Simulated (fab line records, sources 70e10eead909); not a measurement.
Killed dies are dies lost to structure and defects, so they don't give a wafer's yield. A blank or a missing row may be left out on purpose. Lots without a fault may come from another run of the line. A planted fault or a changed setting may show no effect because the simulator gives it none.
Problem report in the 8D (eight disciplines) form, filled by code | flow nand_harc | the parts of the form that need people (team, actions taken, sign-off) are left out

1. THE PROBLEM
oes_product_au at NHARC_THIN_TSV_ETCH_36 reads a mean of 0.847 a.u. on 2 wafers of 2 lots; wafers without a fault read 1.002 a.u. with a standard deviation of 0.011. That is -14 standard deviations from the usual mean.
The step: etches the open film in Cl2/BCl3, target depth 65 nm, time 18.571 s.
First seen on wafer L227.2, day 29 09:56, on rie_metal-02. The record holds 42 wafers of 14 lots with a number at this step. Rule for "out", or "out of limits": more than 4 standard deviations from the usual mean. The other wafers with a number count as sound.

2. WHAT IT IS AND WHAT IT IS NOT
question                    | is                | is not
which readings at this step | oes_product_au    | drypump_motor_current_A
which lots                  | L227, L233        | L219, L220, L221, L223, L224, L235, L236, L237, L238, L239, L240, L241
which wafers of those lots  | L227.2, L233.6    | L227.3, L227.4, L233.3, L233.4
read on which tools         | rie_metal-02      | rie_metal-01, rie_metal-03
when                        | from day 29 09:56 | up to then (17 sound wafers); but 23 sound wafers of L233, L235, L236, L237, L238, L239, L240, L241 came after

3. SUSPECTS, AND WHAT RULES EACH OUT
Counting: a tool at a process step up to the reading stays a suspect if it ran every lot that is out. Sound lots after the first of them don't rule it out here, since some wafers of a struck lot are sound.
- plasma_asher-01 at NHARC_THIN_TSV_STRIP_62 (strips in N2/H2, time 20 s): kept. It ran every lot that is out, first L227 (day 29 05:56); its last sound lot up to then is L224 (day 26 11:05).
- rie_metal-02 at NHARC_THIN_TSV_ETCH_36 (etches the open film in Cl2/BCl3, target depth 65 nm, time 18.571 s): kept. It ran every lot that is out, first L227 (day 29 09:56); its last sound lot up to then is L224 (day 26 14:56). Its own readings are out on those wafers: oes_product_au.
Left after counting: plasma_asher-01 at NHARC_THIN_TSV_STRIP_62, rie_metal-02 at NHARC_THIN_TSV_ETCH_36.

4. THE CAUSE (what the simulator had put in)
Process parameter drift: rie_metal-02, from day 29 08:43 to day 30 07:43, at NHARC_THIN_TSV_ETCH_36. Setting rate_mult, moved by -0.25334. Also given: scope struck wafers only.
Counting left 2 suspects, and this tool is among them.

5. THE CHAIN OF EFFECTS, in route order
Each row: a reading whose mean over the struck wafers that have a number lies more than 3 standard deviations from the usual. Only readings for which the record gives a usual standard deviation are gone through. hours: the time from each lot's start at the first step in this table that gives one to its start at this step, as a median over the lots. sigmas: the change in usual standard deviations.
hours | step                   | reading        | usual      | on struck wafers | change | sigmas
0     | NHARC_THIN_TSV_ETCH_36 | oes_product_au | 1.002 a.u. | 0.847            | -0.155 | -14
The process steps in it:
- NHARC_THIN_TSV_ETCH_36: etches the open film in Cl2/BCl3, target depth 65 nm, time 18.571 s.

6. WHAT WOULD HAVE CAUGHT IT SOONER
In this record the first reading out of limits was taken at day 29 09:56, 1 hour after the fault began at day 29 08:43.
